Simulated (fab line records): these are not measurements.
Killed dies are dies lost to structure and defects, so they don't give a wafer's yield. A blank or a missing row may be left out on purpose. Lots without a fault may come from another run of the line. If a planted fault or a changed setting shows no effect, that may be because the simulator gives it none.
fab line records -- flow n5Finfet
[record] lots = 7, wafers = 21, lastDay = 17
route steps=1938 shown HKMG_FIN@394 BEOL_M4@1111
lots untouched by any fault: they come from a run of this same line in which no faults occurred
startH: hours from the record's first day to the start of the lot's first wafer shown -- waitH: time in hours since the lot's previous step -- " identical to the entry in the row above -- L1.1+2: a single row standing in for several wafers -- - no value present, or no start provided -- * or withheld: withheld -- < > ~ a bound
route shown NAME@n: a module of which the file shows steps, and the number in the route of the first -- usual: average and standard deviation across the fault-free wafers -- same: alike in all rows -- chamber/n: place in a boat -- sites: per-site readings -- _std_site: the values' standard deviation -- _edge_site: inner sites' mean taken away from outer sites' mean -- radiusMm: how far each site lies from the wafer's centre -- mask NAME#n: copy n -- behind: tool/chamber where the wafer was last shaped -- hold: the reason the lot was held/the length of the hold in hours/how it ended -- device: transistor that didn't switch, given as n, p or np -- end of line: at the end of the route, the tests of the same wafers -- for a step that has no rows: nothing shown but its recipe -- killed: count of dies lost to structure and defects at first sort (not the wafer's yield) -- map: dies across one wafer; x = killed, . = not, _ = none there
set.NAME: the run value of the setting; set.NAME@STEP: its run value at that earlier step -- model.NAME: the simulator's own value behind a step, which no gauge read
lots at selected steps of the route; one table per step, one row per wafer
services: when a tool's chamber went out of use (startH, in hours from the record's first day, below 0 if earlier), for how many hours, and the reason
[[steps]]
[step N5_HKMG_FIN_SOFTBAKE_44]
[recipe] tempC = 110, timeS = 60, resist = CAR-ArF
[step N5_HKMG_FIN_EXPOSE_46]
[recipe] maskId = NDIPOLE, na = 1.35, sourceShape = conventional, sigmaOuter = 0.8, polarization = unpolarized, doseMj = 40
[step N5_HKMG_FIN_PEB_47]
[recipe] pebTempC = withheld, pebTimeS = 60, resist = CAR-ArF
[step N5_HKMG_FIN_DEVELOP_48]
[recipe] developTimeS = 30, developer = TMAH, resist = CAR-ArF, rinseLiquid = diw, dry = airSpin, devTempC = 23
[step N5_HKMG_FIN_CD_MEAS_49]
[recipe] targetCdNm = 202, landingEnergyEv = 500, detector = seInlens, polarity = opening
[usual] cdNm = 201.7/0.59
[same] landingEnergyEv = 500
lot.wafer,tool,chamber,startH,waitH,cdNm
L827.3,cdSem-03,0,80.60,-,202.8
L827.4,cdSem-03,0,80.60,-,202.3
L827.6,cdSem-03,0,80.60,-,202.5
L833.2,cdSem-02,0,116.91,-,201.7
L833.4,cdSem-02,0,116.91,-,201.4
L833.5,cdSem-02,0,116.91,-,200.8
L840.1,cdSem-03,0,159.03,-,201.5
L840.3,cdSem-03,0,159.03,-,201.9
L840.6,cdSem-03,0,159.03,-,202.6
L841.2,cdSem-01,0,163.75,-,201.0
L841.3,cdSem-01,0,163.75,-,200.9
L841.4,cdSem-01,0,163.75,-,201.2
L842.3,cdSem-03,0,172.65,-,201.9
L842.4,cdSem-03,0,172.65,-,201.4
L842.6,cdSem-03,0,172.65,-,201.5
L845.1,cdSem-02,0,191.07,-,201.6
L845.2,cdSem-02,0,191.07,-,201.7
L845.4,cdSem-02,0,191.07,-,202.1
L846.3,cdSem-02,0,192.89,-,202.5
L846.4,cdSem-02,0,192.89,-,201.8
L846.5,cdSem-02,0,192.89,-,202.3
[step N5_HKMG_FIN_OVL_MEAS_50]
[recipe] pointsPerWafer = 44
[usual] NDIPOLE_OVL = 0.3/0.97
lot.wafer,tool,chamber,startH,waitH,NDIPOLE_OVL[nm]
L827.3,overlay-01,0,80.62,0.0,1.1
L827.4,overlay-01,0,80.62,0.0,1.1
L827.6,overlay-01,0,80.62,0.0,-0.2
L833.2,overlay-01,0,116.94,0.0,0.7
L833.4,overlay-01,0,116.94,0.0,0.4
L833.5,overlay-01,0,116.94,0.0,-1.0
L840.1,overlay-01,0,159.06,0.0,-0.1
L840.3,overlay-01,0,159.06,0.0,1.0
L840.6,overlay-01,0,159.06,0.0,1.6
L841.2,overlay-02,0,163.78,0.0,1.3
L841.3,overlay-02,0,163.78,0.0,0.3
L841.4,overlay-02,0,163.78,0.0,1.6
L842.3,overlay-02,0,172.68,0.0,-0.1
L842.4,overlay-02,0,172.68,0.0,0.7
L842.6,overlay-02,0,172.68,0.0,0.4
L845.1,overlay-02,0,191.10,0.0,0.3
L845.2,overlay-02,0,191.10,0.0,2.3
L845.4,overlay-02,0,191.10,0.0,1.6
L846.3,overlay-01,0,192.91,0.0,0.8
L846.4,overlay-01,0,192.91,0.0,0.8
L846.5,overlay-01,0,192.91,0.0,0.9
[step N5_HKMG_FIN_INSPECT_61]
[recipe] mode = adi, inspectInstrument = macro
[usual] rawDefectCount = 2.1/1.5
lot.wafer,tool,chamber,startH,waitH,rawDefectCount
L827.3,defectInspect-01,-,80.65,0.0,3
L827.4,defectInspect-01,-,80.65,0.0,3
L827.6,defectInspect-01,-,80.65,0.0,4
L833.2,defectInspect-02,-,116.97,0.0,1
L833.4,defectInspect-02,-,116.97,0.0,2
L833.5,defectInspect-02,-,116.97,0.0,1
L840.1,defectInspect-02,-,159.08,0.0,1
L840.3,defectInspect-02,-,159.08,0.0,3
L840.6,defectInspect-02,-,159.08,0.0,3
L841.2,defectInspect-02,-,163.80,0.0,0
L841.3,defectInspect-02,-,163.80,0.0,1
L841.4,defectInspect-02,-,163.80,0.0,4
L842.3,defectInspect-01,-,172.70,0.0,2
L842.4,defectInspect-01,-,172.70,0.0,1
L842.6,defectInspect-01,-,172.70,0.0,1
L845.1,defectInspect-02,-,191.13,0.0,1
L845.2,defectInspect-02,-,191.13,0.0,3
L845.4,defectInspect-02,-,191.13,0.0,3
L846.3,defectInspect-01,-,192.94,0.0,6
L846.4,defectInspect-01,-,192.94,0.0,4
L846.5,defectInspect-01,-,192.94,0.0,2
[step N5_HKMG_FIN_DESCUM_53]
[recipe] chemistry = O2, timeS = 7.9, sourcePowerW = 50, biasPowerW = 20, pressureMtorr = 20, rfFrequencyHz = 2.712e+07, tempC = 40, resist = CAR-ArF, o2FlowSccm = 225
[usual] drypumpMotorCurrentA = 5.8/0.36, oesProductAu = 0.79/0.1, rfVppV = 242.8/1.7, showerheadPlenumPTorr = 2.07/0.093, throttleValvePct = 20.45/0.23
lot.wafer,tool,chamber,startH,waitH,drypumpMotorCurrentA,oesProductAu,rfHoursCounterH,rfVppV,showerheadPlenumPTorr,throttleValvePct
L827.3,rieDiel-03,0,80.68,0.0,5.6,0.73,181,243.3,2.09,20.32
L827.4,rieDiel-03,1,80.68,0.0,5.9,0.69,-,244.5,2.15,20.90
L827.6,rieDiel-03,0,80.68,0.0,5.5,0.73,-,243.8,2.09,20.34
L833.2,rieDiel-06,2,117.00,0.0,6.3,0.70,225,242.9,2.07,20.57
L833.4,rieDiel-06,0,117.00,0.0,5.8,0.84,72,242.9,2.03,20.25
L833.5,rieDiel-06,1,117.00,0.0,5.4,1.00,-,245.8,2.23,20.17
L840.1,rieDiel-06,0,160.41,1.3,5.8,0.83,94,243.2,2.03,20.29
L840.3,rieDiel-06,3,160.41,1.3,6.4,0.96,4,242.9,2.06,20.21
L840.6,rieDiel-06,0,160.41,1.3,5.8,0.82,-,242.4,2.03,20.29
L841.2,rieDiel-06,0,165.01,1.2,5.8,0.81,98,240.4,2.03,20.30
L841.3,rieDiel-06,3,165.01,1.2,6.5,0.94,8,241.9,2.06,20.21
L841.4,rieDiel-06,1,165.01,1.2,5.4,0.90,-,245.9,2.22,20.22
L842.3,rieDiel-06,2,173.33,0.6,6.2,1.02,1,240.6,2.06,20.24
L842.4,rieDiel-06,0,173.33,0.6,5.8,0.82,104,242.5,2.02,20.28
L842.6,rieDiel-06,0,173.33,0.6,5.8,0.81,-,242.8,2.02,20.30
L845.1,rieDiel-03,3,191.16,0.0,6.1,0.76,122,245.9,2.19,20.65
L845.2,rieDiel-03,2,191.16,0.0,6.2,0.74,175,241.0,1.92,20.70
L845.4,rieDiel-03,0,191.16,0.0,5.6,0.69,231,242.9,2.07,20.41
L846.3,rieDiel-03,3,192.97,0.0,6.1,0.76,123,243.7,2.18,20.65
L846.4,rieDiel-03,1,192.97,0.0,5.9,0.95,16,244.6,2.14,20.60
L846.5,rieDiel-03,1,192.97,0.0,5.9,0.94,-,244.8,2.14,20.58
[step N5_HKMG_FIN_ETCH_54]
[recipe] chemistry = CF4, target = SiARC, targetDepthA = 455, maskMaterial = CAR-ArF, timeS = 75.8, ionEnergyEv = 80, pressureMtorr = 40, sourceW = 545, biasW = 36, Ar_flow_sccm = 100, cf4FlowSccm = 100, ends = cleared
[usual] biasW = 36.00/0.11, drypumpMotorCurrentA = 5.8/0.35, etchRfOnTimeS = 75.5/1.1, oesProductAu = 0.68/0.086, rfVppV = 183.7/1.4, showerheadPlenumPTorr = 2.12/0.091, throttleValvePct = 15.64/0.24
lot.wafer,tool,chamber,startH,waitH,biasW,drypumpMotorCurrentA,etchRfOnTimeS,oesProductAu,rfHoursCounterH,rfVppV,showerheadPlenumPTorr,throttleValvePct
L827.3,rieDiel-03,0,80.72,0.0,36.04,5.6,75.5,0.63,181,184.0,2.13,15.52
L827.4,rieDiel-03,1,80.72,0.0,36.02,5.9,77.4,0.59,-,183.5,2.20,16.12
L827.6,rieDiel-03,0,80.72,0.0,36.16,5.5,75.2,0.63,-,183.9,2.13,15.51
L833.2,rieDiel-06,2,117.04,0.0,35.99,6.3,75.4,0.60,225,184.7,2.11,15.74
L833.4,rieDiel-06,1,117.04,0.0,35.79,5.4,73.2,0.85,-,186.2,2.27,15.32
L833.5,rieDiel-06,2,117.04,0.0,35.89,6.3,75.1,0.60,-,183.3,2.11,15.75
L840.1,rieDiel-06,0,160.44,0.0,36.08,5.8,75.5,0.70,94,182.1,2.08,15.47
L840.3,rieDiel-06,3,160.44,0.0,35.93,6.4,75.7,0.82,4,182.7,2.11,15.30
L840.6,rieDiel-06,0,160.44,0.0,36.11,5.8,76.2,0.71,-,183.8,2.08,15.46
L841.2,rieDiel-06,0,165.05,0.0,36.03,5.8,76.3,0.70,98,182.8,2.07,15.48
L841.3,rieDiel-06,3,165.05,0.0,35.75,6.5,76.5,0.80,8,184.9,2.11,15.33
L841.4,rieDiel-06,1,165.05,0.0,36.04,5.4,73.9,0.77,-,185.0,2.26,15.40
L842.3,rieDiel-06,2,173.36,0.0,35.90,6.3,73.3,0.88,1,183.8,2.11,15.32
L842.4,rieDiel-06,0,173.36,0.0,36.09,5.8,76.2,0.69,104,182.7,2.07,15.50
L842.6,rieDiel-06,0,173.36,0.0,35.83,5.8,75.5,0.70,-,183.9,2.07,15.49
L845.1,rieDiel-03,3,191.20,0.0,35.96,6.1,75.1,0.66,122,186.4,2.24,15.86
L845.2,rieDiel-03,2,191.20,0.0,36.01,6.2,76.6,0.62,175,180.8,1.97,15.89
L845.4,rieDiel-03,0,191.20,0.0,36.07,5.6,76.2,0.59,231,182.8,2.11,15.61
L846.3,rieDiel-03,3,193.01,0.0,36.04,6.2,75.0,0.66,123,184.7,2.24,15.89
L846.4,rieDiel-03,1,193.01,0.0,35.99,5.9,73.9,0.81,16,184.4,2.19,15.70
L846.5,rieDiel-03,1,193.01,0.0,35.97,5.9,73.8,0.80,-,183.3,2.19,15.71
[step N5_HKMG_FIN_ETCH_55]
[recipe] chemistry = N2/H2, target = SOC, targetDepthA = 2400, tempC = 40, timeS = 300, ionEnergyEv = 200, maskMaterial = SiARC, pressureMtorr = 30, sourceW = 840, biasW = 150, n2FlowSccm = 200, h2FlowSccm = 200
[usual] biasW = 150.0/0.45, drypumpMotorCurrentA = 5.8/0.35, oesProductAu = 0.79/0.1, rfVppV = 523/3.3, showerheadPlenumPTorr = 2.52/0.11, throttleValvePct = 17.89/0.24
lot.wafer,tool,chamber,startH,waitH,biasW,drypumpMotorCurrentA,oesProductAu,rfHoursCounterH,rfVppV,showerheadPlenumPTorr,throttleValvePct
L827.3,rieDiel-03,0,80.77,0.0,149.9,5.6,0.73,181,523,2.53,17.71
L827.4,rieDiel-03,1,80.77,0.0,150.3,5.9,0.69,-,527,2.62,18.40
L827.6,rieDiel-03,0,80.77,0.0,149.9,5.6,0.74,-,523,2.53,17.68
L833.2,rieDiel-06,2,117.09,0.0,150.3,6.3,0.71,225,522,2.52,18.00
L833.4,rieDiel-06,1,117.09,0.0,150.5,5.4,0.99,-,529,2.72,17.73
L833.5,rieDiel-06,2,117.09,0.0,149.6,6.3,0.70,-,524,2.52,18.02
L840.1,rieDiel-06,0,160.50,0.0,149.8,5.8,0.82,94,521,2.46,17.67
L840.3,rieDiel-06,3,160.50,0.0,150.4,6.5,0.95,4,523,2.51,17.65
L840.6,rieDiel-06,0,160.50,0.0,149.9,5.8,0.81,-,522,2.46,17.69
L841.2,rieDiel-06,0,165.10,0.0,150.3,5.8,0.82,98,522,2.46,17.69
L841.3,rieDiel-06,3,165.10,0.0,149.7,6.5,0.93,8,523,2.51,17.65
L841.4,rieDiel-06,1,165.10,0.0,149.4,5.4,0.91,-,528,2.70,17.79
L842.3,rieDiel-06,2,173.42,0.0,150.7,6.3,1.02,1,523,2.50,17.64
L842.4,rieDiel-06,0,173.42,0.0,149.2,5.8,0.81,104,522,2.45,17.70
L842.6,rieDiel-06,0,173.42,0.0,149.5,5.8,0.81,-,521,2.45,17.69
L845.1,rieDiel-03,3,191.25,0.0,149.9,6.2,0.76,122,526,2.66,18.03
L845.2,rieDiel-03,2,191.25,0.0,150.0,6.1,0.74,175,518,2.34,18.11
L845.4,rieDiel-03,0,191.25,0.0,150.0,5.5,0.70,231,524,2.51,17.80
L846.3,rieDiel-03,3,193.06,0.0,149.5,6.2,0.77,123,527,2.66,18.04
L846.4,rieDiel-03,1,193.06,0.0,150.1,5.9,0.93,16,525,2.61,18.08
L846.5,rieDiel-03,1,193.06,0.0,150.1,5.9,0.94,-,527,2.61,18.09
[step N5_HKMG_FIN_STRIP_56]
[recipe] chemistry = N2/H2, tempC = 40, n2FlowSccm = 200, h2FlowSccm = 200, rfFrequencyHz = 6e+07
[step N5_HKMG_FIN_STRIP_57]
[recipe] chemistry = CF4, resist = SiARC, powerW = 300, biasPowerW = 75, pressureMtorr = 50, cf4FlowSccm = 150, rfFrequencyHz = 6e+07
[usual] drypumpMotorCurrentA = 5.8/0.35, oesProductAu = 0.78/0.093, powerW = 299.9/0.89, rfVppV = 270.8/2, showerheadPlenumPTorr = 1.78/0.075, throttleValvePct = 13.62/0.25
lot.wafer,tool,chamber,startH,waitH,drypumpMotorCurrentA,oesProductAu,powerW,rfHoursCounterH,rfVppV,showerheadPlenumPTorr,throttleValvePct
L827.3,rieDiel-03,0,80.96,0.0,5.5,0.73,300.0,181,270.9,1.79,13.52
L827.4,rieDiel-03,1,80.96,0.0,5.9,0.70,299.4,-,272.6,1.84,14.09
L827.6,rieDiel-03,0,80.96,0.0,5.5,0.73,300.3,-,271.4,1.79,13.53
L833.2,rieDiel-06,2,117.28,0.0,6.3,0.69,299.6,225,271.8,1.77,13.75
L833.4,rieDiel-06,1,117.28,0.0,5.4,0.96,299.7,-,274.4,1.91,13.28
L833.5,rieDiel-06,2,117.28,0.0,6.3,0.70,300.6,-,270.6,1.77,13.76
L840.1,rieDiel-06,0,160.69,0.0,5.8,0.82,300.2,95,269.2,1.75,13.47
L840.3,rieDiel-06,3,160.69,0.0,6.4,0.94,299.2,4,270.1,1.77,13.27
L840.6,rieDiel-06,0,160.69,0.0,5.8,0.82,300.9,-,271.1,1.75,13.44
L841.2,rieDiel-06,0,165.29,0.0,5.8,0.82,299.9,98,268.0,1.75,13.48
L841.3,rieDiel-06,3,165.29,0.0,6.4,0.93,299.9,8,270.0,1.77,13.26
L841.4,rieDiel-06,1,165.29,0.0,5.4,0.88,298.4,-,274.7,1.90,13.35
L842.3,rieDiel-06,2,173.61,0.0,6.3,1.00,297.9,1,270.5,1.76,13.25
L842.4,rieDiel-06,0,173.61,0.0,5.8,0.80,299.6,104,269.4,1.74,13.48
L842.6,rieDiel-06,0,173.61,0.0,5.8,0.80,300.1,-,269.9,1.74,13.48
L845.1,rieDiel-03,3,191.44,0.0,6.1,0.75,298.5,122,273.3,1.87,13.81
L845.2,rieDiel-03,2,191.44,0.0,6.1,0.73,300.0,175,267.7,1.65,13.84
L845.4,rieDiel-03,0,191.44,0.0,5.6,0.69,301.0,231,270.9,1.77,13.64
L846.3,rieDiel-03,3,193.25,0.0,6.2,0.76,300.8,123,273.0,1.87,13.82
L846.4,rieDiel-03,1,193.25,0.0,5.9,0.92,298.6,16,272.8,1.83,13.63
L846.5,rieDiel-03,1,193.25,0.0,5.9,0.92,300.4,-,271.8,1.83,13.63
[step N5_HKMG_FIN_ETCH_58]
[recipe] chemistry = N2/H2, target = SOC, targetDepthA = 2158, ionEnergyEv = 50, biasW = 13, timeS = 741, pressureMtorr = 30, sourceW = 875, n2FlowSccm = 200, h2FlowSccm = 200
[usual] biasW = 13.00/0.036, drypumpMotorCurrentA = 5.8/0.35, oesProductAu = 0.79/0.1, rfVppV = 99.1/1.1, showerheadPlenumPTorr = 2.52/0.11, throttleValvePct = 17.84/0.24
lot.wafer,tool,chamber,startH,waitH,biasW,drypumpMotorCurrentA,oesProductAu,rfHoursCounterH,rfVppV,showerheadPlenumPTorr,throttleValvePct,model.etch.depthNm,model.SOC_of_HKMG_FIN_COAT_41.thkNm,model.HKMG_FIN.featureDepthNm
L827.3,rieDiel-03,0,80.98,0.0,13.03,5.6,0.75,181,99.0,2.53,17.65,220.1,80.4,220.2
L827.4,rieDiel-03,1,80.98,0.0,13.00,5.9,0.70,-,98.1,2.62,18.37,213.7,86.2,213.8
L827.6,rieDiel-03,0,80.98,0.0,13.05,5.6,0.74,-,98.7,2.53,17.65,219.5,80.4,219.6
L833.2,rieDiel-06,2,117.30,0.0,13.00,6.3,0.70,225,99.1,2.52,17.97,215.3,85.8,215.2
L833.4,rieDiel-06,1,117.30,0.0,12.97,5.4,1.00,-,99.6,2.72,17.68,222.4,79,222.4
L833.5,rieDiel-06,2,117.30,0.0,12.98,6.3,0.70,-,100.1,2.52,17.99,214.2,87.8,214.2
L840.1,rieDiel-06,0,160.71,0.0,11.99,5.8,0.81,95,92.4,2.46,17.64,207.6,92.4,207.6
L840.3,rieDiel-06,3,160.71,0.0,11.90,6.4,0.93,4,93.5,2.51,17.60,208.2,91.6,208.2
L840.6,rieDiel-06,0,160.71,0.0,11.93,5.8,0.81,-,93.6,2.46,17.64,208,91.6,208
L841.2,rieDiel-06,0,165.31,0.0,11.95,5.8,0.80,98,93.0,2.46,17.65,207.6,92.6,207.6
L841.3,rieDiel-06,3,165.31,0.0,11.89,6.5,0.92,8,93.6,2.51,17.60,209.4,90.6,209.4
L841.4,rieDiel-06,1,165.31,0.0,12.01,5.4,0.88,-,93.3,2.70,17.73,215.8,84,215.8
L842.3,rieDiel-06,2,173.63,0.0,11.95,6.3,1.00,1,94.2,2.50,17.58,215.4,85.6,215.4
L842.4,rieDiel-06,0,173.63,0.0,11.92,5.8,0.79,104,93.7,2.45,17.65,207.9,92.2,208
L842.6,rieDiel-06,0,173.63,0.0,11.99,5.8,0.80,-,92.4,2.45,17.64,207.8,91.2,207.8
L845.1,rieDiel-03,3,191.46,0.0,13.01,6.1,0.77,122,99.8,2.66,17.99,219.1,79.4,219.2
L845.2,rieDiel-03,2,191.46,0.0,13.00,6.2,0.74,176,97.6,2.34,18.05,213.7,85.8,213.8
L845.4,rieDiel-03,0,191.46,0.0,13.08,5.6,0.69,231,98.4,2.51,17.75,213.6,85.4,213.6
L846.3,rieDiel-03,3,193.27,0.0,13.03,6.2,0.77,123,99.9,2.66,18.00,219.2,82,219.2
L846.4,rieDiel-03,1,193.27,0.0,13.09,5.9,0.93,16,99.4,2.61,18.01,222.1,78.6,222.2
L846.5,rieDiel-03,1,193.27,0.0,13.00,5.9,0.94,-,99.4,2.61,18.03,222.6,78,222.6
[step N5_HKMG_FIN_STRIP_93]
[recipe] chemistry = N2/H2, material = SOC, timeS = 20, powerW = 500, tempC = 40, pressureMtorr = 50, rfFrequencyHz = 6e+07, biasPowerW = 8, h2Frac = 0.5, n2FlowSccm = 300, h2FlowSccm = 300
[usual] drypumpMotorCurrentA = 5.9/0.35, oesProductAu = 0.79/0.1, powerW = 500.0/1.5, rfVppV = 54.1/0.86, showerheadPlenumPTorr = 3.33/0.15, throttleValvePct = 19.1/0.31
lot.wafer,tool,chamber,startH,waitH,drypumpMotorCurrentA,oesProductAu,powerW,rfHoursCounterH,rfVppV,showerheadPlenumPTorr,throttleValvePct,model.SOC_of_HKMG_FIN_COAT_41.thkNm
L827.3,rieDiel-03,0,81.41,0.2,5.6,0.74,500.3,182,53.6,3.34,18.8,70.2
L827.4,rieDiel-03,1,81.41,0.2,5.9,0.69,500.9,-,55.0,3.46,19.6,76.2
L827.6,rieDiel-03,0,81.41,0.2,5.6,0.74,500.7,-,53.4,3.34,18.8,70.2
L833.2,rieDiel-06,2,117.73,0.2,6.3,0.70,500.4,226,54.4,3.32,19.2,75.4
L833.4,rieDiel-06,1,117.73,0.2,5.4,0.99,498.4,-,54.9,3.58,19.4,68.4
L833.5,rieDiel-06,2,117.73,0.2,6.3,0.71,500.1,-,53.5,3.32,19.2,77.4
L840.1,rieDiel-06,0,161.14,0.2,5.8,0.83,499.8,95,54.1,3.25,18.8,82.2
L840.3,rieDiel-06,3,161.14,0.2,6.5,0.95,497.7,5,52.8,3.31,18.9,81.6
L840.6,rieDiel-06,0,161.14,0.2,5.8,0.83,504.5,-,54.2,3.25,18.9,81.4
L841.2,rieDiel-06,0,165.74,0.2,5.8,0.81,499.8,98,54.9,3.25,18.9,82.6
L841.3,rieDiel-06,3,165.74,0.2,6.5,0.93,500.6,8,52.4,3.31,18.9,80.4
L841.4,rieDiel-06,1,165.74,0.2,5.4,0.91,500.7,-,55.3,3.56,19.4,73.4
L842.3,rieDiel-06,2,174.06,0.2,6.3,1.02,500.7,1,53.8,3.31,18.9,75
L842.4,rieDiel-06,0,174.06,0.2,5.8,0.81,501.2,104,53.1,3.25,18.9,82
L842.6,rieDiel-06,0,174.06,0.2,5.8,0.82,500.4,-,53.6,3.25,18.9,80.8
L845.1,rieDiel-03,3,191.89,0.2,6.2,0.77,500.7,123,53.7,3.51,19.0,69.2
L845.2,rieDiel-03,2,191.89,0.2,6.2,0.74,500.2,176,54.6,3.10,19.2,75.6
L845.4,rieDiel-03,0,191.89,0.2,5.5,0.71,501.8,232,53.6,3.32,18.8,75.2
L846.3,rieDiel-03,3,193.70,0.2,6.2,0.78,499.4,123,54.6,3.51,19.0,71.6
L846.4,rieDiel-03,1,193.70,0.2,5.9,0.94,499.6,17,54.1,3.44,19.3,68.2
L846.5,rieDiel-03,1,193.70,0.2,5.9,0.93,501.1,-,53.8,3.44,19.3,67.6
[step N5_HKMG_FIN_WET_ETCH_76]
[recipe] chemistry = dNH4OH, mix = 1:50, tempC = 25, target = Al2O3, stopOn = La2O3, targetDepthNm = 2.25, dry = ipaMarangoni, rinseTimeS = 30, rinseTempC = 23
[step N5_BEOL_M4_RC_MEAS_101]
[usual] DIBL_N = 35.9/1.3, DIBL_P = 36.3/1.5, IOFF_N = 0.153/0.023, IOFF_P = 0.208/0.028, ION_N = 672/9.7, ION_P = 462/6.6, SS_N = 71.5/0.53, SS_P = 73.3/0.59, VT_N = 250.4/2.7, VT_P = -250.5/3
lot.wafer,tool,chamber,startH,waitH,DIBL_N[mV/V],DIBL_P[mV/V],IOFF_N[nA/um],IOFF_P[nA/um],ION_N[uA/um],ION_P[uA/um],SS_N[mV/dec],SS_P[mV/dec],VT_N[mV],VT_P[mV]
L827.3,prober-01,0,184.27,0.3,35.6,35.2,0.147,0.181,671,457,70.9,73.0,252.3,-252.3
L827.4,prober-01,0,184.27,0.3,36.5,36.6,0.162,0.203,681,468,71.7,74.2,249.1,-250.9
L827.6,prober-01,0,184.27,0.3,37.0,37.0,0.182,0.213,678,459,72.2,73.9,250.1,-252.9
L833.2,prober-01,0,225.30,0.2,38.7,39.2,0.197,0.247,676,467,71.8,74.2,247.3,-248.5
L833.4,prober-01,0,225.30,0.2,39.8,40.6,0.211,0.274,678,466,72.0,74.5,245.7,-245.5
L833.5,prober-01,0,225.30,0.2,38.5,39.1,0.194,0.235,683,463,72.7,74.1,246.5,-250.0
L840.1,prober-02,0,268.47,0.0,36.7,38.0,0.191,0.263,675,471,72.1,73.4,244.6,-242.8
L840.3,prober-02,0,268.47,0.0,36.0,36.3,0.167,0.226,677,466,72.0,72.5,249.2,-247.6
L840.6,prober-02,0,268.47,0.0,35.8,36.3,0.155,0.229,663,459,71.7,72.9,249.6,-249.3
L841.2,prober-02,0,276.27,0.2,36.3,36.3,0.167,0.245,689,480,71.3,73.3,248.7,-247.3
L841.3,prober-02,0,276.27,0.2,34.6,34.8,0.129,0.215,662,463,71.8,72.8,251.9,-249.6
L841.4,prober-02,0,276.27,0.2,35.9,36.6,0.156,0.246,663,469,71.3,73.8,249.9,-246.9
L842.3,prober-02,0,280.23,0.3,36.5,38.0,0.163,0.219,680,466,71.5,72.6,251.4,-247.4
L842.4,prober-02,0,280.23,0.3,35.6,35.4,0.149,0.193,679,462,70.9,73.3,252.7,-250.8
L842.6,prober-02,0,280.23,0.3,35.5,35.8,0.144,0.198,668,457,71.4,74.0,251.5,-252.0
L845.1,prober-01,0,303.11,0.5,33.3,34.4,0.129,0.212,668,473,70.7,73.2,252.3,-250.3
L845.2,prober-01,0,303.11,0.5,34.7,36.0,0.153,0.238,674,464,71.0,74.1,249.5,-247.3
L845.4,prober-01,0,303.11,0.5,33.8,34.3,0.130,0.206,659,463,70.7,72.8,253.6,-248.2
L846.3,prober-01,0,309.51,0.3,36.2,37.9,0.171,0.215,677,460,71.5,73.1,247.6,-252.2
L846.4,prober-01,0,309.51,0.3,37.3,39.3,0.205,0.246,695,468,72.1,74.6,245.8,-247.5
L846.5,prober-01,0,309.51,0.3,32.8,34.5,0.116,0.166,664,454,70.9,72.5,256.3,-254.4
[[services]]
tool,chamber,startH,hours,kind
rieDiel-06,1,87.45,-,clean
rieDiel-06,1,87.45,-,consumableReplace:focusRing
rieDiel-06,1,87.45,-,consumableReplace:showerhead
rieDiel-06,1,87.45,24.6,scheduledDown
rieDiel-06,1,87.45,24.6,ventCycle
rieDiel-06,0,131.83,6.3,repair
rieDiel-03,1,141.03,-,clean
rieDiel-03,1,141.03,-,consumableReplace:focusRing
rieDiel-03,1,141.03,15.4,scheduledDown
rieDiel-03,1,141.03,15.4,ventCycle
rieDiel-06,3,142.93,-,clean
rieDiel-06,3,142.93,-,consumableReplace:focusRing
rieDiel-06,3,142.93,10.0,scheduledDown
rieDiel-06,3,142.93,10.0,ventCycle
rieDiel-06,2,158.69,-,clean
rieDiel-06,2,158.69,-,consumableReplace:focusRing
rieDiel-06,2,158.69,12.5,scheduledDown
rieDiel-06,2,158.69,12.5,ventCycle
rieDiel-03,0,160.20,1.9,repair
[[key]]
[firstSign] step = N5_HKMG_FIN_ETCH_58, reading = biasW, direction = down, sigmas = 29, usual = *, struck = *
[effect] step = N5_HKMG_FIN_ETCH_58, reading = rfVppV, direction = down, sigmas = 5.3, usual = 99.1, struck = 93.3
[modelEffect] step = N5_HKMG_FIN_ETCH_58, value = etch.depthNm, without = 217.1, struck = 209.7
[modelEffect] step = N5_HKMG_FIN_STRIP_93, value = SOC_of_HKMG_FIN_COAT_41.thkNm, without = 72.58, struck = 79.93
metAt N5_HKMG_FIN_ETCH_58
struckWafers L840.1,L840.3,L840.6,L841.2,L841.3,L841.4,L842.3,L842.4,L842.6
rowsEnd L840.1,L840.3,L840.6,L842.3,L842.4,L842.6
onsetBetween 117.30 160.71
[fault] kind = processParameterDrift, tool = rieDiel-06, chamber = -, onsetH = 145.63, steps = N5_HKMG_FIN_ETCH_58, channel = biasW, offset = *, shape = step, actsIn = *, stated = *
// rowsEnd: these wafers met a further fault down the route, and their rows from its step on are left out
